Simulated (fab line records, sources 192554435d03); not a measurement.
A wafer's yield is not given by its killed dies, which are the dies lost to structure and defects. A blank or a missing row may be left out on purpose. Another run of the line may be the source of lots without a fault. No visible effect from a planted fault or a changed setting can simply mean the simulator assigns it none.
Matching of chambers || flow n5_finfet || 4 sister chambers for N5_GATE_CUT_ETCH_37 on rie_diel-02
The step etches SOC in N2/H2, target depth 60 nm, overetch 12 nm, time 90 s. 30 wafers are shown with their chamber, then 12 later ones without.

== WAFERS, EACH WITH ITS CHAMBER ==
{"wafer": "L074.2", "chamber": 2, "drypump_motor_current_A (A)": 5.1, "showerhead_plenum_p_Torr (Torr)": 2.48, "throttle_valve_pct (%)": 17.75}
{"wafer": "L074.3", "chamber": 0, "drypump_motor_current_A (A)": 6.1, "showerhead_plenum_p_Torr (Torr)": 2.67, "throttle_valve_pct (%)": 17.55}
{"wafer": "L074.4", "chamber": 1, "drypump_motor_current_A (A)": 5.8, "showerhead_plenum_p_Torr (Torr)": 2.51, "throttle_valve_pct (%)": 18.16}
{"wafer": "L075.1", "chamber": 2, "drypump_motor_current_A (A)": 5.0, "showerhead_plenum_p_Torr (Torr)": 2.48, "throttle_valve_pct (%)": 17.75}
{"wafer": "L075.4", "chamber": 0, "drypump_motor_current_A (A)": 6.1, "showerhead_plenum_p_Torr (Torr)": 2.67, "throttle_valve_pct (%)": 17.57}
{"wafer": "L075.5", "chamber": 2, "drypump_motor_current_A (A)": 5.0, "showerhead_plenum_p_Torr (Torr)": 2.48, "throttle_valve_pct (%)": 17.77}
{"wafer": "L076.3", "chamber": 2, "drypump_motor_current_A (A)": 5.1, "showerhead_plenum_p_Torr (Torr)": 2.48, "throttle_valve_pct (%)": 17.75}
{"wafer": "L076.5", "chamber": 0, "drypump_motor_current_A (A)": 6.1, "showerhead_plenum_p_Torr (Torr)": 2.67, "throttle_valve_pct (%)": 17.56}
{"wafer": "L076.6", "chamber": 1, "drypump_motor_current_A (A)": 5.8, "showerhead_plenum_p_Torr (Torr)": 2.51, "throttle_valve_pct (%)": 18.20}
{"wafer": "L077.2", "chamber": 3, "drypump_motor_current_A (A)": 4.9, "showerhead_plenum_p_Torr (Torr)": 2.62, "throttle_valve_pct (%)": 17.87}
{"wafer": "L077.3", "chamber": 2, "drypump_motor_current_A (A)": 5.1, "showerhead_plenum_p_Torr (Torr)": 2.48, "throttle_valve_pct (%)": 17.76}
{"wafer": "L077.4", "chamber": 0, "drypump_motor_current_A (A)": 6.1, "showerhead_plenum_p_Torr (Torr)": 2.67, "throttle_valve_pct (%)": 17.56}
{"wafer": "L079.1", "chamber": 2, "drypump_motor_current_A (A)": 5.1, "showerhead_plenum_p_Torr (Torr)": 2.47, "throttle_valve_pct (%)": 17.77}
{"wafer": "L079.4", "chamber": 1, "drypump_motor_current_A (A)": 5.8, "showerhead_plenum_p_Torr (Torr)": 2.51, "throttle_valve_pct (%)": 18.19}
{"wafer": "L079.6", "chamber": 0, "drypump_motor_current_A (A)": 6.1, "showerhead_plenum_p_Torr (Torr)": 2.67, "throttle_valve_pct (%)": 17.57}
{"wafer": "L081.3", "chamber": 1, "drypump_motor_current_A (A)": 5.8, "showerhead_plenum_p_Torr (Torr)": 2.51, "throttle_valve_pct (%)": 18.19}
{"wafer": "L081.5", "chamber": 1, "drypump_motor_current_A (A)": 5.8, "showerhead_plenum_p_Torr (Torr)": 2.51, "throttle_valve_pct (%)": 18.17}
{"wafer": "L081.6", "chamber": 0, "drypump_motor_current_A (A)": 6.1, "showerhead_plenum_p_Torr (Torr)": 2.67, "throttle_valve_pct (%)": 17.57}
{"wafer": "L084.1", "chamber": 3, "drypump_motor_current_A (A)": 4.9, "showerhead_plenum_p_Torr (Torr)": 2.61, "throttle_valve_pct (%)": 17.91}
{"wafer": "L084.2", "chamber": 0, "drypump_motor_current_A (A)": 6.1, "showerhead_plenum_p_Torr (Torr)": 2.67, "throttle_valve_pct (%)": 17.61}
{"wafer": "L084.6", "chamber": 0, "drypump_motor_current_A (A)": 6.1, "showerhead_plenum_p_Torr (Torr)": 2.67, "throttle_valve_pct (%)": 17.59}
{"wafer": "L088.2", "chamber": 1, "drypump_motor_current_A (A)": 5.8, "showerhead_plenum_p_Torr (Torr)": 2.50, "throttle_valve_pct (%)": 18.22}
{"wafer": "L088.5", "chamber": 1, "drypump_motor_current_A (A)": 5.8, "showerhead_plenum_p_Torr (Torr)": 2.50, "throttle_valve_pct (%)": 18.21}
{"wafer": "L088.6", "chamber": 2, "drypump_motor_current_A (A)": 5.1, "showerhead_plenum_p_Torr (Torr)": 2.47, "throttle_valve_pct (%)": 17.80}
{"wafer": "L089.1", "chamber": 3, "drypump_motor_current_A (A)": 4.9, "showerhead_plenum_p_Torr (Torr)": 2.61, "throttle_valve_pct (%)": 17.92}
{"wafer": "L089.4", "chamber": 1, "drypump_motor_current_A (A)": 5.8, "showerhead_plenum_p_Torr (Torr)": 2.50, "throttle_valve_pct (%)": 18.22}
{"wafer": "L089.6", "chamber": 3, "drypump_motor_current_A (A)": 4.9, "showerhead_plenum_p_Torr (Torr)": 2.61, "throttle_valve_pct (%)": 17.92}
{"wafer": "L092.2", "chamber": 3, "drypump_motor_current_A (A)": 4.9, "showerhead_plenum_p_Torr (Torr)": 2.61, "throttle_valve_pct (%)": 17.91}
{"wafer": "L092.4", "chamber": 2, "drypump_motor_current_A (A)": 5.1, "showerhead_plenum_p_Torr (Torr)": 2.46, "throttle_valve_pct (%)": 17.81}
{"wafer": "L092.5", "chamber": 3, "drypump_motor_current_A (A)": 4.9, "showerhead_plenum_p_Torr (Torr)": 2.61, "throttle_valve_pct (%)": 17.93}

SIGNATURES (means of the wafers above)
{"reading": "drypump_motor_current_A", "chamber 0": 6.100, "chamber 1": 5.800, "chamber 2": 5.075, "chamber 3": 4.900, "scatter within a chamber": 0.024}
{"reading": "showerhead_plenum_p_Torr", "chamber 0": 2.6700, "chamber 1": 2.5062, "chamber 2": 2.4750, "chamber 3": 2.6117, "scatter within a chamber": 0.00508}
{"reading": "throttle_valve_pct", "chamber 0": 17.5725, "chamber 1": 18.1950, "chamber 2": 17.7700, "chamber 3": 17.9100, "scatter within a chamber": 0.0214}
Rule: for a wafer and a chamber, the distance is found by dividing, reading by reading, the gap between the wafer's reading and the chamber's mean by the reading's scatter, squaring, summing and taking the root. If the next closest chamber is less than 2 further off than the closest, the wafer can't be placed; otherwise it belongs to the closest. The scatter: take each reading less its chamber's mean, square it, sum over the shown wafers, divide by the number of wafers less the number of chambers, and take the root.

== WAFERS WHOSE CHAMBER IS MISSING ==
{"wafer": "L093.1", "drypump_motor_current_A (A)": 6.1, "showerhead_plenum_p_Torr (Torr)": 2.66, "throttle_valve_pct (%)": 17.61}
{"wafer": "L093.5", "drypump_motor_current_A (A)": 4.9, "showerhead_plenum_p_Torr (Torr)": 2.61, "throttle_valve_pct (%)": 17.94}
{"wafer": "L093.6", "drypump_motor_current_A (A)": 6.1, "showerhead_plenum_p_Torr (Torr)": 2.66, "throttle_valve_pct (%)": 17.60}
{"wafer": "L094.1", "drypump_motor_current_A (A)": 5.1, "showerhead_plenum_p_Torr (Torr)": 2.46, "throttle_valve_pct (%)": 17.83}
{"wafer": "L094.3", "drypump_motor_current_A (A)": 5.8, "showerhead_plenum_p_Torr (Torr)": 2.50, "throttle_valve_pct (%)": 18.24}
{"wafer": "L094.4", "drypump_motor_current_A (A)": 4.9, "showerhead_plenum_p_Torr (Torr)": 2.60, "throttle_valve_pct (%)": 17.93}
{"wafer": "L095.2", "drypump_motor_current_A (A)": 6.1, "showerhead_plenum_p_Torr (Torr)": 2.66, "throttle_valve_pct (%)": 17.61}
{"wafer": "L095.4", "drypump_motor_current_A (A)": 5.8, "showerhead_plenum_p_Torr (Torr)": 2.50, "throttle_valve_pct (%)": 18.24}
{"wafer": "L095.5", "drypump_motor_current_A (A)": 6.1, "showerhead_plenum_p_Torr (Torr)": 2.66, "throttle_valve_pct (%)": 17.62}
{"wafer": "L096.1", "drypump_motor_current_A (A)": 6.1, "showerhead_plenum_p_Torr (Torr)": 2.66, "throttle_valve_pct (%)": 17.62}
{"wafer": "L096.3", "drypump_motor_current_A (A)": 5.1, "showerhead_plenum_p_Torr (Torr)": 2.46, "throttle_valve_pct (%)": 17.83}
{"wafer": "L096.6", "drypump_motor_current_A (A)": 5.1, "showerhead_plenum_p_Torr (Torr)": 2.46, "throttle_valve_pct (%)": 17.82}

== WHICH CHAMBER EACH ONE RAN IN ==
{"wafer": "L093.1", "from the rows above": 0, "in truth": 0}
{"wafer": "L093.5", "from the rows above": 3, "in truth": 3}
{"wafer": "L093.6", "from the rows above": 0, "in truth": 0}
{"wafer": "L094.1", "from the rows above": 2, "in truth": 2}
{"wafer": "L094.3", "from the rows above": 1, "in truth": 1}
{"wafer": "L094.4", "from the rows above": 3, "in truth": 3}
{"wafer": "L095.2", "from the rows above": 0, "in truth": 0}
{"wafer": "L095.4", "from the rows above": 1, "in truth": 1}
{"wafer": "L095.5", "from the rows above": 0, "in truth": 0}
{"wafer": "L096.1", "from the rows above": 0, "in truth": 0}
{"wafer": "L096.3", "from the rows above": 2, "in truth": 2}
{"wafer": "L096.6", "from the rows above": 2, "in truth": 2}
Correct placement for 12 of the 12. From these rows, 0 cannot be placed. Placed wrongly: 0.
